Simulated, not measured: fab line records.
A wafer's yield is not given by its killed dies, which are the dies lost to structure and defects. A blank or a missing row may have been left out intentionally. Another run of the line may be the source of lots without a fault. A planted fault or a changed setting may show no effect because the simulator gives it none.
A lot that was struck, set against a sound lot    flow n5-finfet    45 steps out of a route of 1938
Sound: the wafers L475.2, L475.3, L475.4. Wafers struck: L485.2, L485.3, L485.5. The cause is named last.
Order at every step that has rows: each side's tool, ch and its chambers, its first start. Under that, the readings that differ: sound wafers    struck wafers    difference of the means    sigmas: that difference in standard deviations of wafers without a fault.
alike: a reading whose means differ by less than 2 such deviations, as well as words and numbers matching on both sides. not compared: withheld readings; readings where some wafer has no value; bounds like >300 that might hide an equal value; numbers whose values overlap and for which the record gives no deviation.
Wherever a step has rows on one side only, a row that says differs or no value, or a row with sigmas, the two part there. Numbers that have no deviation but don't overlap get no sigmas and don't part them. A reading that every wafer of one side lacks parts them only if that side has two wafers or more.

first, 4 steps without rows for these wafers: N5_MOL_CONTACT_COAG_CVD_140 (deposits W, target thk 66.5 nm, time 215 s); N5_MOL_CONTACT_COAG_PRECLEAN_127 (cleans in DIW, time 57.5 s); N5_MOL_CONTACT_COAG_SRD_128 (dry time 32 s); N5_MOL_CONTACT_COAG_CMP_52 (polishes, stops on SiO2, t overpolish 1.5 s, target thk 66.5 nm).
N5_MOL_CONTACT_COAG_THK_MEAS_53:
  sound: film-metro-02 at day 6 12:26; struck: film-metro-02 at day 9 03:22
  alike: VIA_MOL_THK
then, 1 step without rows for these wafers: N5_MOL_CONTACT_COAG_ANNEAL_112 (time 1800 s).
N5_MOL_CONTACT_COAG_INSPECT_97: inspects for defects (darkfield).
  sound: defect-inspect-01 at day 6 15:31; struck: defect-inspect-02 at day 9 06:27
  alike: raw-defect-count
then, 4 steps without rows for these wafers: N5_BEOL_M0_SAQP_PECVD_00 (deposits SiCN from 3MS/NH3, target thk 8 nm, time 14 s); N5_BEOL_M0_SAQP_ILD_DEP_01 (deposits SiOC from DEMS/O2, target thk 45.419 nm, time 8.7 s); N5_BEOL_M0_SAQP_HM_DEP_02 (deposits TiN, target thk 12 nm); N5_BEOL_M0_SAQP_PECVD_03 (deposits SiCN from 3MS/NH3, target thk 12 nm, time 21.1 s).
N5_BEOL_M0_SAQP_PECVD_96: deposits a-Si from SiH4/He, target thk 45 nm, time 45.2 s.
  sound on pecvd-03 ch 0,1, day 6 16:44; struck on pecvd-03 ch 0,1, day 9 07:46
  no value came back on the struck wafers for any of 5 readings (chamber-pressure-Torr (Torr), heater-power-outer-w (W) and others); on the sound wafers chamber-pressure-Torr (Torr) reads 3.002 3.008 3.005
N5_BEOL_M0_SAQP_PECVD_97: deposits SiNx from SiH4/NH3/N2, target thk 23 nm, time 19.9 s.
  sound on pecvd-03 ch 0,1, day 6 16:47; struck on pecvd-03 ch 0,1, day 9 07:49
  alike: chamber-pressure-Torr, heater-power-outer-w, heater-power-w, showerhead-plenum-p-Torr, throttle-valve-pct
then, 1 step without rows for these wafers: N5_BEOL_M0_SAQP_PECVD_04 (deposits a-Si from SiH4/He, target thk 60 nm, time 60.2 s).
N5_BEOL_M0_SAQP_THK_MEAS_05:
  sound: film-metro-02 at day 6 16:55; struck: film-metro-01 at day 9 07:56
  alike: thk-nm
N5_BEOL_M0_SAQP_HM_DEP_111: deposits SiO2 from SiH4/N2O, target thk 12 nm, time 7.2 s.
  sound on pecvd-04 ch 1,2, day 6 16:57; struck on pecvd-03 ch 0,2, day 9 07:59
  alike: heater-power-w, showerhead-plenum-p-Torr
then, 8 steps without rows for these wafers: N5_BEOL_M0_SAQP_COAT_81 (time 60 s, resist thk 100 nm); N5_BEOL_M0_SAQP_COAT_82 (time 60 s, resist thk 30 nm); N5_BEOL_M0_SAQP_COAT_08 (resist thk 90 nm); N5_BEOL_M0_SAQP_EBR_10; N5_BEOL_M0_SAQP_SOFTBAKE_09 (time 60 s); N5_BEOL_M0_SAQP_EXPOSE_11 (exposes mask M0 CORE, target cd 42 nm); N5_BEOL_M0_SAQP_PEB_12 (peb time 60 s); N5_BEOL_M0_SAQP_DEVELOP_13 (develop time 30 s).
N5_BEOL_M0_SAQP_CD_MEAS_14: target cd 42.5 nm.
  sound on cd-sem-01 ch 0, day 6 17:25; struck on cd-sem-03 ch 0, day 9 08:26
  alike: cd-nm
N5_BEOL_M0_SAQP_OVL_MEAS_15:
  sound on overlay-02 ch 0, day 6 17:27; struck on overlay-02 ch 0, day 9 08:28
reading           sound           struck        difference  sigmas
M0_CORE_OVL (nm)  -1.2 -0.4 -1.6  -0.1 1.8 0.0  +1.6        +2
N5_BEOL_M0_SAQP_INSPECT_16: inspects for defects (brightfield).
  sound: defect-inspect-01 at day 6 17:28; struck: defect-inspect-02 at day 9 08:29
  alike: raw-defect-count
N5_BEOL_M0_SAQP_DESCUM_19: chemistry O2, time 7.9 s.
  sound on rie-diel-05 ch 0,3, day 6 17:37; struck on rie-diel-03 ch 0,1,3, day 9 08:31
  alike: drypump-motor-current-A, oes-product-au, rf-vpp-V, showerhead-plenum-p-Torr, throttle-valve-pct
  not compared: rf-hours-counter-h
N5_BEOL_M0_SAQP_ETCH_83: etches SiARC in CF4, target depth 39 nm, time 65 s.
  sound on rie-diel-05 ch 0,3, day 6 17:38; struck on rie-diel-03 ch 0,1,3, day 9 08:33
reading                sound           struck          difference  sigmas
etch-rf-on-time-s (s)  66.0 67.1 65.3  64.4 63.4 64.4  -2.1        -2
  alike: drypump-motor-current-A, oes-product-au, rf-vpp-V, showerhead-plenum-p-Torr, throttle-valve-pct
  not compared: rf-hours-counter-h
then, 9 steps without rows for these wafers: N5_BEOL_M0_SAQP_ETCH_84 (etches SOC in N2/H2, target depth 100 nm, overetch 20 nm, time 150 s); N5_BEOL_M0_SAQP_STRIP_80 (strips in N2/H2); N5_BEOL_M0_SAQP_HM_OPEN_112 (chemistry CHF3/O2, target SiO2, stops on a-Si, target depth 12 nm, time 13.5 s); N5_BEOL_M0_SAQP_STRIP_113 (strips in CHF3/O2); N5_BEOL_M0_SAQP_MANDREL_ETCH_20 (etches a-Si in HBr/Cl2, stops on SiNx, target depth 60 nm, bt time 10 s, time 30 s); N5_BEOL_M0_SAQP_STRIP_86 (strips in N2/H2); N5_BEOL_M0_SAQP_STRIP_115 (strips in post etch residue remover, time 60 s); N5_BEOL_M0_SAQP_SRD_93 (time 30 s); N5_BEOL_M0_SAQP_RECESS_114 (chemistry HF/NH3, target SiO2, target depth 14.4 nm, afs cycles 3, sublimation time 60 s).
N5_BEOL_M0_SAQP_SPACER1_ALD_98: deposits SiO2, target thk 12.8 nm, pulse time 1 s, purge time 2 s.
  sound on ald-sin-01 ch 1,2,3, day 6 18:50; struck on ald-sin-01 ch 1,2, day 9 10:20
  alike: heater-power-w, precursor-pulse-height-rel
then, 2 steps without rows for these wafers: N5_BEOL_M0_SAQP_SPACER1_ETCHBACK_99 (etches SiO2 in CHF3/O2, target depth 15.4 nm, time 7.7 s); N5_BEOL_M0_SAQP_MANDREL1_REMOVE_100 (chemistry HBr/Cl2/O2, target a-Si, stops on SiNx, bt time 10 s).
N5_BEOL_M0_SAQP_MANDREL_ETCH_103: etches a-Si in HBr/Cl2, stops on SiCN, target depth 45 nm, bt time 10 s, time 27 s.
  sound on rie-si-02 ch 0,2,3, day 6 19:42; struck on rie-si-03 ch 0,1,3, day 9 11:14
reading                   sound              struck             difference  sigmas
oes-product-au (a.u.)     0.675 0.678 0.676  0.292 0.281 0.294  -0.387      -28
throttle-valve-pct (%)    35.9 35.9 35.1     36.5 36.4 36.0     +0.7        +2
model.etch.depth-nm (nm)  44.76 44.89 45.9   0 0 0              -45         
  alike: drypump-motor-current-A
  not compared: rf-hours-counter-h
N5_BEOL_M0_SAQP_MANDREL2_REMOVE_110: chemistry HBr/Cl2/O2, target a-Si, stops on SiCN, bt time 10 s.
  sound on rie-si-01 ch 0,1,2, day 6 21:10; struck on rie-si-02 ch 0,1,3, day 9 12:46
reading                        sound     struck          difference  sigmas
model.BEOL_M0_SAQP.cd-nm (nm)  15 15 15  12.4 12.6 12.6  -2.5        
  alike: drypump-motor-current-A, oes-product-au, throttle-valve-pct
  not compared: rf-hours-counter-h
N5_BEOL_M0_SAQP_CD_MEAS_29: target cd 14.4 nm.
  sound on cd-sem-03 ch 0, day 6 21:17; struck on cd-sem-01 ch 0, day 9 12:53
reading     sound              struck  difference                     sigmas
cd-nm (nm)  14.85 15.31 14.98  - - -   no value on the struck wafers  
N5_BEOL_M4_RC_MEAS_101:
  the record has rows for the sound wafers here (prober-02 ch 0, day 9 13:31) and none for the struck ones

== WHERE THEY PART ==
Last at N5_BEOL_M4_RC_MEAS_101 as far as this record goes, first at N5_BEOL_M0_SAQP_PECVD_96.

WHY: what had been put in by the simulator
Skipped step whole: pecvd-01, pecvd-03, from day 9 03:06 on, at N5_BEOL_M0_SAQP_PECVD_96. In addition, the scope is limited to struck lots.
